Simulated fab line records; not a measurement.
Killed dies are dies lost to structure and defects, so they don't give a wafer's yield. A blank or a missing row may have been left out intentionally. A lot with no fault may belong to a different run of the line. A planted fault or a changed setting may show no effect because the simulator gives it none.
Matching of chambers | flow n5-finfet | N5_SD_EPI_P_DESCUM_14 on rie-diel-01: 4 sister chambers
The step chemistry O2, time 7.9 s. 24 wafers are shown with their chamber, then 12 later ones without.

## WAFERS, EACH WITH ITS CHAMBER
wafer  | chamber | showerhead-plenum-p-Torr (Torr) | throttle-valve-pct (%) | drypump-motor-current-A (A)
L077.2 | 2       | 2.20                            | 20.45                  | 6.3
L077.3 | 1       | 2.02                            | 20.68                  | 5.9
L077.5 | 1       | 2.02                            | 20.66                  | 5.9
L079.1 | 2       | 2.19                            | 20.48                  | 6.3
L079.2 | 1       | 2.02                            | 20.70                  | 5.9
L079.5 | 0       | 2.16                            | 20.22                  | 5.7
L080.2 | 0       | 2.16                            | 20.22                  | 5.8
L080.3 | 3       | 2.00                            | 20.41                  | 5.7
L080.5 | 1       | 2.02                            | 20.68                  | 5.9
L082.1 | 2       | 2.19                            | 20.47                  | 6.4
L082.2 | 0       | 2.16                            | 20.23                  | 5.7
L082.3 | 1       | 2.02                            | 20.70                  | 5.9
L086.2 | 1       | 2.02                            | 20.71                  | 5.9
L086.4 | 2       | 2.19                            | 20.47                  | 6.3
L086.5 | 1       | 2.02                            | 20.69                  | 5.9
L088.1 | 2       | 2.19                            | 20.48                  | 6.3
L088.3 | 3       | 1.99                            | 20.44                  | 5.7
L088.4 | 1       | 2.02                            | 20.69                  | 5.9
L090.3 | 2       | 2.19                            | 20.51                  | 6.3
L090.4 | 0       | 2.16                            | 20.24                  | 5.8
L090.6 | 0       | 2.16                            | 20.24                  | 5.7
L092.1 | 2       | 2.19                            | 20.49                  | 6.4
L092.4 | 1       | 2.01                            | 20.71                  | 5.9
L092.6 | 1       | 2.01                            | 20.71                  | 5.9

SIGNATURES (means of the wafers above)
reading                  | chamber 0 | chamber 1 | chamber 2 | chamber 3 | scatter within a chamber
showerhead-plenum-p-Torr | 2.1600    | 2.0180    | 2.1914    | 1.9950    | 0.00385
throttle-valve-pct       | 20.2300   | 20.6930   | 20.4786   | 20.4250   | 0.0163
drypump-motor-current-A  | 5.740     | 5.900     | 6.329     | 5.700     | 0.0363
Rule: a wafer lies at a distance from a chamber equal to the root of the sum of squares, over the readings, of (its reading less the chamber's mean, divided by the reading's scatter). The wafer belongs to the nearest chamber; if the next one is less than 2 further off, it can't be placed. The scatter is the square root of a quotient: the sum, over the shown wafers, of each reading's squared deviation from its chamber's mean, divided by wafers minus chambers.

## WAFERS WITH NO CHAMBER GIVEN
wafer  | showerhead-plenum-p-Torr (Torr) | throttle-valve-pct (%) | drypump-motor-current-A (A)
L094.2 | 2.01                            | 20.71                  | 5.9
L094.3 | 2.15                            | 20.25                  | 5.8
L094.6 | 1.99                            | 20.44                  | 5.7
L095.1 | 1.99                            | 20.46                  | 5.7
L095.2 | 2.18                            | 20.51                  | 6.3
L095.3 | 2.01                            | 20.71                  | 5.9
L095.4 | 2.15                            | 20.26                  | 5.8
L095.5 | 2.18                            | 20.51                  | 6.4
L095.6 | 1.99                            | 20.45                  | 5.7
L096.1 | 2.18                            | 20.50                  | 6.4
L096.2 | 2.01                            | 20.73                  | 5.9
L096.5 | 2.01                            | 20.74                  | 5.9

## CHAMBER TAKEN BY EACH
wafer  | from the rows above | in truth
L094.2 | 1                   | 1
L094.3 | 0                   | 0
L094.6 | 3                   | 3
L095.1 | 3                   | 3
L095.2 | 2                   | 2
L095.3 | 1                   | 1
L095.4 | 0                   | 0
L095.5 | 2                   | 2
L095.6 | 3                   | 3
L096.1 | 2                   | 2
L096.2 | 1                   | 1
L096.5 | 1                   | 1
12 of 12 placed correctly. Left unplaced by these rows: 0. 0 placed wrongly.
